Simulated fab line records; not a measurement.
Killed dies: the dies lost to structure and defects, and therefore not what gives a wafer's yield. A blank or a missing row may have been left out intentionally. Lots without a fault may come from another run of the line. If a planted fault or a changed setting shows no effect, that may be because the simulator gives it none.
Which tool did it? -- flow n5 finfet -- 11 lots, 32 wafers sampled, at 3 steps of a route of 1938

WHAT EACH GAUGE READ, for each wafer
N5_HKMG_FIN_CD_MEAS_49: target cd 202 nm. Usual: cd nm at 202.3 nm, with a standard deviation of 0.55.
lot,measured,on,cd nm (nm),flag
L497,day 3 22:40,cd sem-03,203.1 203.2 202.3,
L498,day 4 08:29,cd sem-01,202.4 202.0 201.6,
L502,day 5 09:40,cd sem-02,201.8 201.6 282.2,OFF
L503,day 5 14:11,cd sem-03,202.7 201.6 279.5,OFF
L505,day 6 02:02,cd sem-03,202.7 277.8,OFF
L512,day 7 21:58,cd sem-01,202.5 202.7 202.2,
L515,day 8 14:42,cd sem-03,202.0 201.8 202.3,
L516,day 8 22:41,cd sem-02,202.6 202.6 202.1,
L517,day 8 22:48,cd sem-01,202.8 201.9 201.9,
L518,day 9 06:59,cd sem-03,202.1 202.1 202.9,
L519,day 9 18:16,cd sem-03,202.2 203.4 201.8,

WHAT TOOL EACH LOT RAN ON (gives the tool, then ch and the chambers of the sampled wafers, and finally the start)
lot,N5_SDB_ALD_29,N5_HKMG_FIN_EXPOSE_46
L497,"ald sin-04 ch 0,1,2, day 3 18:08","arfi scanner-03 ch 0, day 3 22:34"
L498,"ald sin-03 ch 0,1, day 4 03:42","arfi scanner-03 ch 0, day 4 08:22"
L502,"ald sin-04 ch 1,2, day 5 05:08","arfi scanner-03 ch 0, day 5 09:33"
L503,"ald sin-01 ch 0,3, day 5 09:43","arfi scanner-03 ch 0, day 5 14:05"
L505,"ald sin-01 ch 0,3, day 5 21:21","arfi scanner-03 ch 0, day 6 01:55"
L512,"ald sin-03 ch 0,1,2, day 7 17:12","arfi scanner-02 ch 0, day 7 21:50"
L515,"ald sin-04 ch 0,1,3, day 8 10:07","arfi scanner-01 ch 0, day 8 14:35"
L516,"ald sin-04 ch 1,3, day 8 16:38","arfi scanner-02 ch 0, day 8 22:34"
L517,"ald sin-03 ch 0,1,3, day 8 17:10","arfi scanner-02 ch 0, day 8 22:41"
L518,"ald sin-03 ch 1,2,3, day 9 02:16","arfi scanner-03 ch 0, day 9 06:52"
L519,"ald sin-01 ch 0,1,2, day 9 13:25","arfi scanner-03 ch 0, day 9 18:08"
- N5_SDB_ALD_29: deposits SiNx, target thk 30 nm, pulse time 1 s, ald cycles 600.
- N5_HKMG_FIN_EXPOSE_46: exposes mask NDIPOLE.

AS READ BY THE TOOLS THEMSELVES (means over the sampled wafers that have a number; for cases with no such wafer, the mark the record gives instead)
N5_SDB_ALD_29. Usual: heater power w 892 W, standard deviation 100; precursor pulse height rel 1.003, standard deviation 0.02.
lot,tool,heater power w (W),precursor pulse height rel,flag
L497,ald sin-04,964,0.993,
L498,ald sin-03,833,1.019,
L502,ald sin-04,890,1.010,
L503,ald sin-01,912,1.013,
L505,ald sin-01,922,1.008,
L512,ald sin-03,800,1.030,
L515,ald sin-04,899,1.005,
L516,ald sin-04,826,1.019,
L517,ald sin-03,849,1.002,
L518,ald sin-03,817,1.010,
L519,ald sin-01,871,1.022,

N5_HKMG_FIN_EXPOSE_46. Usual: reticle temp C at 23.01 C, with a standard deviation of 0.096.
lot,tool,reticle temp C (C),flag
L497,arfi scanner-03,22.97,
L498,arfi scanner-03,23.08,
L502,arfi scanner-03,22.93,
L503,arfi scanner-03,22.99,
L505,arfi scanner-03,23.02,
L512,arfi scanner-02,23.03,
L515,arfi scanner-01,23.03,
L516,arfi scanner-02,22.99,
L517,arfi scanner-02,23.10,
L518,arfi scanner-03,22.94,
L519,arfi scanner-03,22.96,

THE ANSWER, worked out from the rows above alone
Rule: lot off if the mean of its wafers having a number is beyond 3 standard deviations from the usual mean. A lot without any number at a reading at which 4 lots or more have one is off too. Any other lot the step has rows for is counted as sound. The gauges are gone through in route order, then the tools' own readings, and for those a lot's mean is taken as printed above. The first step at which some lot is off is used, and at that step the reading that is off furthest; a lot without a number counts as furthest.
Off at N5_HKMG_FIN_CD_MEAS_49 (cd nm): L502, L503, L505.
A tool fits if, at a process step before that reading, it ran every lot that is off, and no sound lot after the first of them. Gauges at N5_HKMG_FIN_CD_MEAS_49: tried the same way as those tools. Not one of the candidates tried fits.

WHAT THE SIMULATOR HAD INSERTED
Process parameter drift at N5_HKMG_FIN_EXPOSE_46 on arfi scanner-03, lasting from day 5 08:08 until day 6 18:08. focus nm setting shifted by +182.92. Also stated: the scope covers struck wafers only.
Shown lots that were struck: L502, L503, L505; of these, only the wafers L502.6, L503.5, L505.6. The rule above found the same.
